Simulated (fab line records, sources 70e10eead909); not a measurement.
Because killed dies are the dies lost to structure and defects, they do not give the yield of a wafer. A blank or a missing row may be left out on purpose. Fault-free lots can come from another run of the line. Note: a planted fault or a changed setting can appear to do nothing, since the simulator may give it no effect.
fab line records    flow nandHarc
record: lots: 5  wafers: 13  lastDay: 29
route steps=1159 shown A_BONDPAD@1064
lots that met no fault: from a run of the same line without faults
startH: hours from the record's opening day to when the first of the lot's shown wafers began    waitH: how many hours have passed since the lot's step before this one    " repeats the value in the row above    L1.1+2: several wafers, shown together as one row    - no value, or no start given    * or withheld: withheld    < > ~ a bound
route shown NAME@n: names a module that has steps shown in the file, with the first one's number in the route    usual: the fault-free wafers' mean and standard deviation    same: alike in all rows    chamber/n: place in a boat    sites: readings site by site    _std_site: the standard deviation of these    _edge_site: inner sites' mean taken away from outer sites' mean    radiusMm: how far each site lies from the wafer's centre    mask NAME#n: copy n    behind: tool/chamber where the wafer was last shaped    hold: reason for holding the lot/hours on hold/outcome of the hold    device: transistor that didn't switch, given as n, p or np    end of line: tests of these same wafers at the route's end    step lacking rows: just its recipe    killed: count of dies lost to structure and defects at first sort (not the wafer's yield)    map: a wafer's dies, x killed, . not, _ none there
set.NAME: the setting as run; set.NAME@STEP: as run at that earlier step    model.NAME: the simulator's own value behind a step, which no gauge read
lots at some steps of the route; a table a step, a row a wafer
services: the hour from which a tool's chamber was out of use, counted from the record's first day as startH (under 0 if before that day), plus the number of hours and why
== steps ==
step: NHARC_A_BONDPAD_HMDS_02
recipe: timeS: 30
step: NHARC_A_BONDPAD_COAT_33
recipe: tempC: 200  timeS: 65
step: NHARC_A_BONDPAD_COAT_03
recipe: spinRpm: 2000  resistThkNm: 600
step: NHARC_A_BONDPAD_SOFTBAKE_04
recipe: tempC: 125  timeS: 70
step: NHARC_A_BONDPAD_EBR_05
step: NHARC_A_BONDPAD_EXPOSE_06
recipe: na: 0.55  doseMj: 36.99  maskId: A_BPAD
step: NHARC_A_BONDPAD_PEB_07
recipe: pebTempC: 128  pebTimeS: 80
step: NHARC_A_BONDPAD_DEVELOP_08
recipe: timeS: 50  devTempC: 22
step: NHARC_A_BONDPAD_CD_MEAS_09
recipe: targetCdNm: 500  landingEnergyEv: 500
usual: cdNm: 500.0/1.7
lot.wafer  tool      chamber  startH  waitH  cdNm
L968.1     cdSem-03  0        557.62  -      498.8
L968.2     "         0        "       "      499.1
L968.3     "         0        "       "      499.4
L970.1     cdSem-02  0        558.17  -      498.1
L970.4     "         0        "       "      501.3
L970.5     "         0        "       "      498.9
L972.1     cdSem-03  0        559.65  -      500.1
L972.4     "         0        "       "      499.8
L972.6     "         0        "       "      498.7
L983.2     cdSem-01  0        596.61  -      498.0
L985.2     cdSem-02  0        622.38  -      500.6
L985.3     "         0        "       "      499.1
L985.6     "         0        "       "      502.0
step: NHARC_A_BONDPAD_OVL_MEAS_35
usual: overlayXNm: 0/4.5  overlayYNm: 1/5.4
lot.wafer  tool        chamber  startH  waitH  overlayXNm  overlayYNm
L968.1     overlay-02  -        557.70  -      -7          -8
L968.2     "           -        "       "      -7          -8
L968.3     "           -        "       "      -7          -9
L970.1     overlay-01  -        558.26  -      4           -3
L970.4     "           -        "       "      3           -3
L970.5     "           -        "       "      3           -3
L972.1     overlay-01  -        559.74  -      -3          2
L972.4     "           -        "       "      -4          2
L972.6     "           -        "       "      -4          2
L983.2     overlay-02  -        596.70  -      -1          -8
L985.2     overlay-01  -        622.46  -      -2          -5
L985.3     "           -        "       "      -2          -5
L985.6     "           -        "       "      -2          -4
step: NHARC_A_BONDPAD_HARDBAKE_10
recipe: tempC: 118  timeS: 65
step: NHARC_A_BONDPAD_DESCUM_11
recipe: timeS: 3  o2FlowSccm: 200  arFlowSccm: 0  biasPowerW: 0  chemistry: O2
usual: drypumpMotorCurrentA: 5.6/0.58  oesProductAu: 1.001/0.0091  rfVppV: 58.1/0.88  showerheadPlenumPTorr: 1.97/0.068  throttleValvePct: 11.310/0.0097
lot.wafer  tool        chamber  startH  waitH  drypumpMotorCurrentA  oesProductAu  rfHoursCounterH  rfVppV  showerheadPlenumPTorr  throttleValvePct
L968.1     rieDiel-07  3        557.83  -      6.3                   1.008         5                57.7    2.04                   11.316
L968.2     "           0        "       "      4.9                   1.012         5                58.8    1.97                   11.322
L968.3     "           2        "       "      5.2                   0.999         5                59.6    2.01                   11.314
L970.4     rieDiel-07  3        558.38  -      6.2                   1.002         5                57.8    2.04                   11.317
L970.1     "           2        "       "      5.2                   0.994         5                58.1    2.01                   11.299
L970.5     "           0        "       "      5.0                   0.990         -                58.3    1.97                   11.307
L972.4     rieDiel-07  1        559.88  -      5.3                   1.008         5                57.6    1.95                   11.321
L972.1     "           3        "       "      6.3                   1.003         5                58.8    2.04                   11.306
L972.6     "           0        "       "      5.0                   1.007         -                57.6    1.97                   11.296
L983.2     rieDiel-07  1        596.84  -      5.3                   1.006         1                58.5    1.95                   11.316
L985.3     rieDiel-06  1        622.61  -      5.0                   0.984         4                58.4    2.03                   11.312
L985.2     "           2        "       "      5.3                   1.012         4                56.8    1.79                   11.325
L985.6     "           0        "       "      6.7                   1.012         -                57.5    1.94                   11.299
step: NHARC_A_BONDPAD_ETCH_34
recipe: targetDepthA: 600  overetchA: 180  timeS: 65.91  ionEnergyEv: 200  n2FlowSccm: 150  h2FlowSccm: 150  arFlowSccm: 0  rfW: 400  biasW: 150  chemistry: N2/H2
usual: drypumpMotorCurrentA: 5.6/0.57  oesProductAu: 1.000/0.0088  rfVppV: 432.0/2.1  runLengthS: 87.2/0.37  showerheadPlenumPTorr: 2.09/0.074  throttleValvePct: 14.170/0.0096
lot.wafer  tool        chamber  startH  waitH  drypumpMotorCurrentA  oesProductAu  rfHoursCounterH  rfVppV  runLengthS  showerheadPlenumPTorr  throttleValvePct
L968.2     rieDiel-07  2        557.91  0.1    5.2                   0.999         5                433.2   87.6        2.15                   14.155
L968.3     "           3        "       "      6.2                   1.005         5                434.1   88.1        2.18                   14.162
L968.1     "           0        "       "      5.0                   1.002         5                431.7   86.8        2.10                   14.180
L970.4     rieDiel-07  0        558.47  0.1    5.0                   1.002         5                432.4   86.9        2.10                   14.158
L970.1     "           3        "       "      6.2                   0.996         5                434.6   87.4        2.18                   14.152
L970.5     "           1        "       "      5.3                   1.002         -                432.4   87.0        2.08                   14.164
L972.4     rieDiel-07  2        559.97  0.1    5.2                   1.001         5                431.5   87.7        2.15                   14.181
L972.1     "           3        "       "      6.3                   1.002         5                433.0   87.5        2.18                   14.174
L972.6     "           1        "       "      5.3                   1.012         -                433.7   87.0        2.08                   14.168
L983.2     rieDiel-07  0        596.92  0.1    5.0                   1.004         1                432.3   65.4        2.10                   14.160
L985.2     rieDiel-06  1        622.67  0.1    5.0                   0.996         4                434.1   87.3        2.16                   14.162
L985.3     "           0        "       "      6.7                   0.994         4                431.0   86.6        2.07                   14.172
L985.6     "           1        "       "      5.0                   0.996         -                433.1   87.8        2.16                   14.171
step: NHARC_A_BONDPAD_ETCH_12
recipe: targetDepthA: 2200  timeS: 110  chf3FlowSccm: 50  o2FlowSccm: 10  arFlowSccm: 200  rfW: 500  biasW: 200  chemistry: CHF3/O2
usual: drypumpMotorCurrentA: 5.6/0.58  oesProductAu: 0.944/0.025  rfVppV: 371.9/1.9  runLengthS: 131.3/0.35  showerheadPlenumPTorr: 2.46/0.082  throttleValvePct: 20.573/0.0094
lot.wafer  tool        chamber  startH  waitH  drypumpMotorCurrentA  oesProductAu  rfHoursCounterH  rfVppV  runLengthS  showerheadPlenumPTorr  throttleValvePct
L968.1     rieDiel-07  0        -       -      5.0                   0.976         5                371.9   130.8       2.47                   20.566
L968.2     "           2        "       "      5.2                   0.985         5                372.2   131.4       2.52                   20.571
L968.3     "           3        "       "      6.2                   0.972         5                374.5   131.2       2.56                   20.577
L970.4     rieDiel-07  2        -       -      5.2                   0.920         5                372.7   131.6       2.52                   20.578
L970.1     "           1        "       "      5.3                   0.933         5                372.5   131.1       2.45                   20.581
L970.5     "           2        "       "      5.2                   0.932         -                372.8   131.8       2.52                   20.589
L972.4     rieDiel-07  1        -       -      5.3                   0.944         5                373.6   131.2       2.45                   20.568
L972.1     "           3        "       "      6.3                   0.924         5                374.3   131.5       2.56                   20.561
L972.6     "           0        "       "      5.0                   0.927         -                372.3   130.8       2.47                   20.578
L983.2     rieDiel-07  0        -       -      5.0                   0.975         1                374.0   131.0       2.47                   20.566
L985.2     rieDiel-06  1        -       -      5.0                   0.957         4                374.7   131.8       2.54                   20.560
L985.3     "           2        "       "      5.3                   0.974         4                367.0   131.1       2.25                   20.573
L985.6     "           0        "       "      6.7                   0.951         -                371.2   130.9       2.43                   20.579
== services ==
tool        chamber  startH  hours  kind
rieDiel-07  0        536.71  -      clean
rieDiel-07  1        536.71  -      clean
rieDiel-07  2        536.71  -      clean
rieDiel-07  3        536.71  -      clean
rieDiel-07  0        561.21  -      clean
rieDiel-07  1        561.21  -      clean
rieDiel-07  2        561.21  -      clean
rieDiel-07  3        561.21  -      clean
rieDiel-06  1        574.00  25.0   repair
rieDiel-06  -        579.84  0.8    repair
rieDiel-07  -        582.20  9.0    pm
rieDiel-07  0        582.20  9.0    ventCycle
rieDiel-07  1        582.20  9.0    ventCycle
rieDiel-07  2        582.20  9.0    ventCycle
rieDiel-07  3        582.20  9.0    ventCycle
rieDiel-07  0        591.20  -      clean
rieDiel-07  1        591.20  -      clean
rieDiel-07  2        591.20  -      clean
rieDiel-07  3        591.20  -      clean
rieDiel-06  -        595.70  9.0    pm
rieDiel-07  3        610.08  16.2   repair
rieDiel-07  0        615.81  -      clean
rieDiel-07  1        615.81  -      clean
rieDiel-07  2        615.81  -      clean
== key ==
firstSign: step: NHARC_A_BONDPAD_ETCH_34  reading: runLengthS  direction: down  sigmas: 59  usual: *  struck: *
effect none on later readings
metAt NHARC_A_BONDPAD_ETCH_34
struckWafers L983.2
sortLeftOut L983.2
onsetBetween 558.47 596.92
earlierFault: kind: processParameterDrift  tool: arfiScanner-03  chamber: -  onsetH: 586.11  steps: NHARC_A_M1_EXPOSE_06  channel: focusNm  offset: 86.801  spreadByWafer: 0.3  shape: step
fault: kind: processParameterDrift  tool: rieDiel-07  chamber: 0  onsetH: 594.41  steps: NHARC_A_BONDPAD_ETCH_34  channel: timeS  offset: *  shape: step  actsIn: *  stated: *
sortLeftOut: the simulated sort isn't trusted on such a fault, so these wafers' sort isn't shown, and their yield isn't known
